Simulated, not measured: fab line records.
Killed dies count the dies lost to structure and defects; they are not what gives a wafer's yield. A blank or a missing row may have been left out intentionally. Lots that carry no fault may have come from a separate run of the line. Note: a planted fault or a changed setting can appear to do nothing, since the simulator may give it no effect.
What tool caused it?	flow n5Finfet	24 lots, 72 wafers sampled, at 6 steps of a route of 1938

## WHAT THE GAUGES SHOWED, per wafer
The record lacks any reading of a measuring or inspecting step that a usual standard deviation could be used to judge.

## WHAT TOOL EACH LOT RAN ON (gives the tool, then ch and the chambers of the sampled wafers, and finally the start)
lot	N5_SD_EPI_P_ETCH_16	N5_SD_EPI_P_SD_RECESS_17	N5_SD_EPI_P_STRIP_40	N5_ILD0_CMP_03	N5_SDB_CMP_30	N5_HKMG_FIN_CVD_62
L074	rieDiel-06 ch 0,1,2, day 3 06:41	rieSi-04 ch 0,1,3, day 3 06:46	plasmaAsher-01 ch 0,1, day 3 06:53	cmp-04 ch 1,2,3, day 3 13:26	cmp-01 ch 0,3, day 3 21:40	thermalCvdSi-01 ch 0,1,2, day 4 01:27
L075	rieDiel-01 ch 2,3, day 3 11:55	rieSi-06 ch 0,1,3, day 3 11:59	plasmaAsher-02 ch 0,1, day 3 12:08	cmp-02 ch 0,1,2, day 3 18:16	cmp-04 ch 2,3, day 4 02:08	thermalCvdSi-02 ch 0,2, day 4 05:50
L076	rieDiel-01 ch 1,3, day 3 17:49	rieSi-06 ch 0,3, day 3 17:53	plasmaAsher-01 ch 0,1, day 3 18:03	cmp-04 ch 0,1,3, day 4 00:55	cmp-04 ch 1,2, day 4 09:33	thermalCvdSi-01 ch 1,2, day 4 13:57
L077	rieDiel-01 ch 0,2,3, day 3 23:21	rieSi-01 ch 0,1,3, day 3 23:25	plasmaAsher-02 ch 0,1, day 3 23:34	cmp-04 ch 1,2, day 4 07:32	cmp-01 ch 1,2, day 4 16:21	thermalCvdSi-02 ch 0,2, day 4 20:35
L078	rieDiel-06 ch 0,2,3, day 4 06:28	rieSi-06 ch 1,2,3, day 4 06:32	plasmaAsher-02 ch 0, day 4 06:40	cmp-03 ch 0,1,3, day 4 14:50	cmp-04 ch 2,3, day 4 23:13	thermalCvdSi-01 ch 0,2, day 5 02:46
L079	rieDiel-02 ch 0,2,3, day 4 12:46	rieSi-01 ch 0,2,3, day 4 12:50	plasmaAsher-01 ch 0,1, day 4 13:01	cmp-02 ch 0,2,3, day 4 20:34	cmp-01 ch 0,2,3, day 5 05:01	thermalCvdSi-02 ch 0,1,2, day 5 08:41
L080	rieDiel-02 ch 0,2,3, day 4 19:53	rieSi-06 ch 0,1,3, day 4 19:57	plasmaAsher-02 ch 0,1, day 4 20:05	cmp-02 ch 1,3, day 5 02:17	cmp-02 ch 0,1,3, day 5 10:43	thermalCvdSi-01 ch 0,1, day 5 14:20
L081	rieDiel-01 ch 1,2,3, day 4 22:55	rieSi-04 ch 0,2,3, day 4 22:59	plasmaAsher-01 ch 0,1, day 4 23:08	cmp-03 ch 1,2, day 5 07:23	cmp-02 ch 1,3, day 5 15:37	thermalCvdSi-02 ch 1,2, day 5 19:28
L082	rieDiel-02 ch 0,1,3, day 5 07:19	rieSi-01 ch 0,2,3, day 5 07:23	plasmaAsher-01 ch 0,1, day 5 07:31	cmp-02 ch 0,2,3, day 5 13:49	cmp-02 ch 0,2,3, day 5 21:43	thermalCvdSi-01 ch 0,1,2, day 6 01:39
L083	rieDiel-02 ch 0,1,3, day 5 13:11	rieSi-01 ch 0,1,2, day 5 13:15	plasmaAsher-02 ch 0,1, day 5 13:24	cmp-04 ch 0,1,3, day 5 19:47	cmp-04 ch 0,2,3, day 6 04:24	thermalCvdSi-02 ch 0,1,2, day 6 08:17
L084	rieDiel-02 ch 0,1,2, day 5 17:16	rieSi-04 ch 1,3, day 5 17:21	plasmaAsher-02 ch 0, day 5 17:29	cmp-02 ch 1,3, day 6 00:22	cmp-04 ch 0,1,2, day 6 08:20	thermalCvdSi-01 ch 0,2, day 6 12:23
L085	rieDiel-02 ch 0,3, day 6 02:34	rieSi-01 ch 1,3, day 6 02:38	plasmaAsher-01 ch 0,1, day 6 02:48	cmp-04 ch 2,3, day 6 09:49	cmp-04 ch 0,1, day 6 17:43	thermalCvdSi-02 ch 0,2, day 6 21:20
L086	rieDiel-02 ch 1,3, day 6 06:14	rieSi-04 ch 0,2, day 6 06:19	plasmaAsher-02 ch 0,1, day 6 06:27	cmp-02 ch 0,2,3, day 6 12:31	cmp-01 ch 1,2, day 6 20:52	thermalCvdSi-01 ch 1,2, day 7 00:47
L087	rieDiel-01 ch 0,3, day 6 15:00	rieSi-04 ch 0,3, day 6 15:04	plasmaAsher-01 ch 0,1, day 6 15:13	cmp-04 ch 2,3, day 6 21:38	cmp-04 ch 0,3, day 7 06:01	thermalCvdSi-02 ch 0,1,2, day 7 10:07
L088	rieDiel-06 ch 1,2, day 6 19:26	rieSi-01 ch 0,1,2, day 6 19:30	plasmaAsher-01 ch 0,1, day 6 19:40	cmp-02 ch 0,3, day 7 03:05	cmp-04 ch 0,2,3, day 7 11:01	thermalCvdSi-01 ch 0,1,2, day 7 14:47
L089	rieDiel-02 ch 1,3, day 6 23:25	rieSi-04 ch 0,1, day 6 23:29	plasmaAsher-02 ch 0,1, day 6 23:40	cmp-02 ch 1,3, day 7 05:50	cmp-01 ch 0,1,3, day 7 14:27	thermalCvdSi-02 ch 0,1, day 7 17:56
L090	rieDiel-01 ch 1,2,3, day 7 09:55	rieSi-04 ch 0,2,3, day 7 09:59	plasmaAsher-02 ch 0,1, day 7 10:08	cmp-03 ch 1,2,3, day 7 16:43	cmp-02 ch 0,1,2, day 8 01:07	thermalCvdSi-01 ch 1,2, day 8 04:40
L091	rieDiel-06 ch 0,3, day 7 12:52	rieSi-04 ch 0,3, day 7 12:57	plasmaAsher-01 ch 0,1, day 7 13:06	cmp-02 ch 1,2,3, day 7 19:37	cmp-02 ch 1,3, day 8 03:46	thermalCvdSi-02 ch 0,1,2, day 8 07:44
L092	rieDiel-01 ch 1,2,3, day 7 20:19	rieSi-04 ch 1,2,3, day 7 20:24	plasmaAsher-02 ch 0,1, day 7 20:33	cmp-04 ch 0,2,3, day 8 02:40	cmp-01 ch 0,2, day 8 10:34	thermalCvdSi-01 ch 0,1,2, day 8 14:22
L093	rieDiel-06 ch 0,1,3, day 7 22:19	rieSi-01 ch 0,2,3, day 7 22:23	plasmaAsher-02 ch 0,1, day 7 22:32	cmp-02 ch 0,1,2, day 8 04:44	cmp-01 ch 1,2, day 8 12:37	thermalCvdSi-02 ch 1,2, day 8 16:23
L094	rieDiel-06 ch 2,3, day 8 09:40	rieSi-01 ch 0,1, day 8 09:44	plasmaAsher-01 ch 0,1, day 8 09:52	cmp-04 ch 0,1,3, day 8 16:12	cmp-02 ch 0,1,3, day 9 00:29	thermalCvdSi-01 ch 0,2, day 9 04:24
L095	rieDiel-06 ch 1,2, day 8 13:47	rieSi-04 ch 2,3, day 8 13:52	plasmaAsher-01 ch 0,1, day 8 14:00	cmp-04 ch 0,1,3, day 8 21:58	cmp-04 ch 0,1,3, day 9 06:07	thermalCvdSi-02 ch 0,1, day 9 09:56
L096	rieDiel-01 ch 0,1,3, day 8 20:23	rieSi-04 ch 0,1,3, day 8 20:28	plasmaAsher-02 ch 0,1, day 8 20:37	cmp-03 ch 1,2,3, day 9 02:50	cmp-04 ch 0,1,2, day 9 11:02	thermalCvdSi-01 ch 1,2, day 9 15:11
L097	rieDiel-02 ch 1,2,3, day 8 23:59	rieSi-06 ch 1,2, day 9 00:03	plasmaAsher-02 ch 0,1, day 9 00:12	cmp-04 ch 1,2,3, day 9 06:41	cmp-01 ch 0,1, day 9 15:17	thermalCvdSi-02 ch 0,1, day 9 18:56
- N5_SD_EPI_P_ETCH_16: etches SiO2 in CHF3/O2, target depth 5 nm.
- N5_SD_EPI_P_SD_RECESS_17: chemistry HBr/Cl2/O2, target depth 39.1 nm, bt time 3 s.
- N5_SD_EPI_P_STRIP_40: strips in N2/H2.
- N5_ILD0_CMP_03: polishes, stops on SiNx, t overpolish 1.9 s, target thk 197.38 nm.
- N5_SDB_CMP_30: polishes, stops on poly-Si, t overpolish 1.54 s, target thk 30 nm.
- N5_HKMG_FIN_CVD_62: deposits a-Si from Si2H6, target thk 3 nm, time 20.8 s.

## AS READ BY THE TOOLS THEMSELVES (means over the sampled wafers that have a number; for cases with no such wafer, the mark the record gives instead)
N5_SD_EPI_P_ETCH_16. Usual: drypumpMotorCurrentA 5.7 A, standard deviation 0.4; oesProductAu 0.77 a.u., standard deviation 0.081; rfVppV 521 V, standard deviation 7; showerheadPlenumPTorr 2.41 Torr, standard deviation 0.069; throttleValvePct 18.89 %, standard deviation 0.26.
lot	tool	drypumpMotorCurrentA (A)	oesProductAu (a.u.)	rfVppV (V)	showerheadPlenumPTorr (Torr)	throttleValvePct (%)	flag
L074	rieDiel-06	5.5	0.72	525	2.43	18.96	
L075	rieDiel-01	5.8	0.81	520	2.49	18.71	
L076	rieDiel-01	6.2	0.92	526	2.43	18.72	
L077	rieDiel-01	5.6	0.81	522	2.47	18.83	
L078	rieDiel-06	5.6	0.81	522	2.46	18.90	
L079	rieDiel-02	6.0	0.72	519	2.39	19.08	
L080	rieDiel-02	6.0	0.71	518	2.39	19.08	
L081	rieDiel-01	6.0	0.83	523	2.44	18.72	
L082	rieDiel-02	5.9	0.73	515	2.33	18.96	
L083	rieDiel-02	5.8	0.72	515	2.33	18.96	
L084	rieDiel-02	5.6	0.74	518	2.37	18.97	
L085	rieDiel-02	6.2	0.69	515	2.35	19.09	
L086	rieDiel-02	6.0	0.71	510	2.36	18.80	
L087	rieDiel-01	5.7	0.83	522	2.49	18.88	
L088	rieDiel-06	5.4	0.69	529	2.43	18.97	
L089	rieDiel-02	5.6	0.74	510	2.33	18.68	
L090	rieDiel-01	6.0	0.82	522	2.43	18.74	
L091	rieDiel-06	5.6	0.84	520	2.43	18.76	
L092	rieDiel-01	6.0	0.82	523	2.43	18.75	
L093	rieDiel-06	5.6	0.76	523	2.40	18.83	
L094	rieDiel-06	5.4	0.84	524	2.47	18.83	
L095	rieDiel-06	5.3	0.70	528	2.47	19.09	
L096	rieDiel-01	5.9	0.83	525	2.44	18.90	
L097	rieDiel-02	5.8	0.71	512	2.38	18.83	

N5_SD_EPI_P_SD_RECESS_17. Usual: drypumpMotorCurrentA 5.6 A, standard deviation 0.36; heBacksideLeakSccm 2.7 sccm, standard deviation 0.37; mfcCl2Sccm 80.03 sccm, standard deviation 0.24; oesProductAu 0.999 a.u., standard deviation 0.017; throttleValvePct 37.05 %, standard deviation 0.28.
lot	tool	drypumpMotorCurrentA (A)	heBacksideLeakSccm (sccm)	mfcCl2Sccm (sccm)	oesProductAu (a.u.)	throttleValvePct (%)	flag
L074	rieSi-04	5.4	2.5	80.15	1.008	37.05	
L075	rieSi-06	5.7	2.8	80.20	0.989	37.20	
L076	rieSi-06	5.5	2.9	80.21	0.988	37.37	
L077	rieSi-01	5.8	2.5	79.97	0.996	36.96	
L078	rieSi-06	5.7	2.7	79.88	0.991	36.91	
L079	rieSi-01	5.9	3.5	80.11	0.996	36.94	
L080	rieSi-06	5.7	2.8	79.98	0.989	37.19	
L081	rieSi-04	5.3	2.7	80.00	0.998	37.11	
L082	rieSi-01	5.9	2.7	80.08	0.985	36.94	
L083	rieSi-01	5.9	2.6	80.28	0.987	37.07	
L084	rieSi-04	5.7	2.8	79.84	1.021	37.07	
L085	rieSi-01	5.5	2.6	79.95	0.999	36.83	
L086	rieSi-04	5.1	2.4	79.95	0.995	36.98	
L087	rieSi-04	5.1	2.5	79.98	0.985	37.01	
L088	rieSi-01	5.9	2.7	80.01	0.987	37.07	
L089	rieSi-04	5.2	2.4	80.09	0.999	36.92	
L090	rieSi-04	5.3	2.5	79.88	0.997	37.11	
L091	rieSi-04	5.1	2.5	79.96	0.987	37.01	
L092	rieSi-04	5.5	2.6	79.77	1.019	37.14	
L093	rieSi-01	5.9	2.7	80.22	0.985	36.94	
L094	rieSi-01	5.7	2.6	80.05	1.000	37.10	
L095	rieSi-04	5.4	2.8	80.30	1.012	37.23	
L096	rieSi-04	5.4	2.6	79.86	1.009	37.04	
L097	rieSi-06	5.4	2.7	80.40	0.987	36.98	

N5_SD_EPI_P_STRIP_40. Usual: drypumpMotorCurrentA 5.6 A, standard deviation 0.4; heaterPowerW 332 W, standard deviation 35; oesProductAu 0.762 a.u., standard deviation 0.0099.
lot	tool	drypumpMotorCurrentA (A)	heaterPowerW (W)	oesProductAu (a.u.)	flag
L074	plasmaAsher-01	5.8	306	0.755	
L075	plasmaAsher-02	5.6	361	0.754	
L076	plasmaAsher-01	5.8	313	0.768	
L077	plasmaAsher-02	5.6	363	0.755	
L078	plasmaAsher-02	6.0	390	0.766	
L079	plasmaAsher-01	5.8	317	0.764	
L080	plasmaAsher-02	5.3	341	0.766	
L081	plasmaAsher-01	5.8	301	0.754	
L082	plasmaAsher-01	5.8	317	0.764	
L083	plasmaAsher-02	5.3	336	0.761	
L084	plasmaAsher-02	5.9	389	0.759	
L085	plasmaAsher-01	5.8	317	0.773	
L086	plasmaAsher-02	5.6	363	0.751	
L087	plasmaAsher-01	5.8	302	0.755	
L088	plasmaAsher-01	5.8	320	0.754	
L089	plasmaAsher-02	5.6	365	0.758	
L090	plasmaAsher-02	5.6	359	0.760	
L091	plasmaAsher-01	5.8	314	0.767	
L092	plasmaAsher-02	5.6	366	0.762	
L093	plasmaAsher-02	5.3	340	0.756	
L094	plasmaAsher-01	5.8	307	0.761	
L095	plasmaAsher-01	5.8	307	0.770	
L096	plasmaAsher-02	5.6	362	0.762	
L097	plasmaAsher-02	5.3	334	0.761	

N5_ILD0_CMP_03. Usual: motorCurrentA 11.8 A, standard deviation 1.2; overpolishRunS 1.900 s, standard deviation 0.0096; platenRpm 51.79 rpm, standard deviation 0.03; timeToEndpointS 70 s, standard deviation 3.6.
lot	tool	motorCurrentA (A)	overpolishRunS (s)	platenRpm (rpm)	timeToEndpointS (s)	flag
L074	cmp-04	11.4	1.888	51.80	74	
L075	cmp-02	12.2	1.897	51.83	70	
L076	cmp-04	11.6	1.897	51.78	69	
L077	cmp-04	10.9	1.894	51.80	69	
L078	cmp-03	12.7	1.906	51.79	72	
L079	cmp-02	12.1	1.903	51.81	72	
L080	cmp-02	12.4	1.901	51.82	73	
L081	cmp-03	12.2	1.903	51.75	68	
L082	cmp-02	11.5	1.900	51.79	68	
L083	cmp-04	11.4	1.899	51.79	75	
L084	cmp-02	12.1	1.892	51.79	69	
L085	cmp-04	12.3	1.903	51.82	73	
L086	cmp-02	11.5	1.897	51.78	72	
L087	cmp-04	11.2	1.900	51.81	69	
L088	cmp-02	11.9	1.904	51.76	70	
L089	cmp-02	12.0	1.909	51.80	74	
L090	cmp-03	12.6	1.886	51.82	67	
L091	cmp-02	12.5	1.905	51.81	72	
L092	cmp-04	11.5	1.904	51.81	70	
L093	cmp-02	12.6	1.907	51.82	72	
L094	cmp-04	11.1	1.907	51.80	68	
L095	cmp-04	11.3	1.901	51.78	63	
L096	cmp-03	12.4	1.900	51.78	67	
L097	cmp-04	11.2	1.900	51.78	65	

N5_SDB_CMP_30. Usual: motorCurrentA 11.6 A, standard deviation 1.4; overpolishRunS 1.541 s, standard deviation 0.0092; platenRpm 51.79 rpm, standard deviation 0.035; timeToEndpointS 15.8 s, standard deviation 2.8.
lot	tool	motorCurrentA (A)	overpolishRunS (s)	platenRpm (rpm)	timeToEndpointS (s)	flag
L074	cmp-01	13.0	1.530	51.80	15.8	
L075	cmp-04	11.1	1.531	51.77	18.9	
L076	cmp-04	10.0	1.552	51.77	15.5	
L077	cmp-01	10.9	1.540	51.78	19.5	
L078	cmp-04	12.7	1.541	51.77	19.4	
L079	cmp-01	12.2	1.537	51.81	19.1	
L080	cmp-02	11.7	1.541	51.76	15.2	
L081	cmp-02	12.3	1.537	51.77	13.4	
L082	cmp-02	11.8	1.539	51.76	16.0	
L083	cmp-04	11.3	1.547	51.79	14.3	
L084	cmp-04	10.4	1.546	51.83	15.7	
L085	cmp-04	10.6	1.539	51.76	15.3	
L086	cmp-01	11.8	1.543	51.76	19.5	
L087	cmp-04	11.7	1.533	51.75	16.8	
L088	cmp-04	11.1	1.542	51.83	17.2	
L089	cmp-01	11.6	1.542	51.82	12.2	
L090	cmp-02	11.7	1.549	51.78	17.7	
L091	cmp-02	12.0	1.545	51.82	15.8	
L092	cmp-01	10.9	1.542	51.78	12.8	
L093	cmp-01	11.4	1.545	51.77	16.4	
L094	cmp-02	11.6	1.543	51.83	18.1	
L095	cmp-04	11.4	1.543	51.78	11.9	
L096	cmp-04	10.6	1.545	51.84	11.6	
L097	cmp-01	10.3	1.535	51.79	13.3	

N5_HKMG_FIN_CVD_62. Usual: heaterPowerW reads 1473 W (standard deviation 110).
lot	tool	heaterPowerW (W)	flag
L074	thermalCvdSi-01	1409	
L075	thermalCvdSi-02	1504	
L076	thermalCvdSi-01	1441	
L077	thermalCvdSi-02	1506	
L078	thermalCvdSi-01	1479	
L079	thermalCvdSi-02	1523	
L080	thermalCvdSi-01	1378	
L081	thermalCvdSi-02	1533	
L082	thermalCvdSi-01	1435	
L083	thermalCvdSi-02	1477	
L084	thermalCvdSi-01	1491	
L085	thermalCvdSi-02	1525	
L086	thermalCvdSi-01	1453	
L087	thermalCvdSi-02	1515	
L088	thermalCvdSi-01	1420	
L089	thermalCvdSi-02	1524	
L090	thermalCvdSi-01	1358	
L091	thermalCvdSi-02	1523	
L092	thermalCvdSi-01	1436	
L093	thermalCvdSi-02	1548	
L094	thermalCvdSi-01	1526	
L095	thermalCvdSi-02	1516	
L096	thermalCvdSi-01	1368	
L097	thermalCvdSi-02	1514	

## THE ANSWER, worked out from the rows above alone
Rule: take the mean of a lot's wafers that have a number; if it is more than 3 standard deviations from the usual mean, the lot is off. A lot without any number at a reading at which 4 lots or more have one is off too. Where the step has rows for the other lots, those lots are counted as sound. The gauges are gone through in route order, then the tools' own readings, and for those a lot's mean is taken as printed above. At the first step where some lot is off, the reading lying furthest off is the one used; lots without a number count as furthest.
None of the lots is off at any reading shown; this tells nothing.

## WHAT HAD BEEN PUT IN BY THE SIMULATOR
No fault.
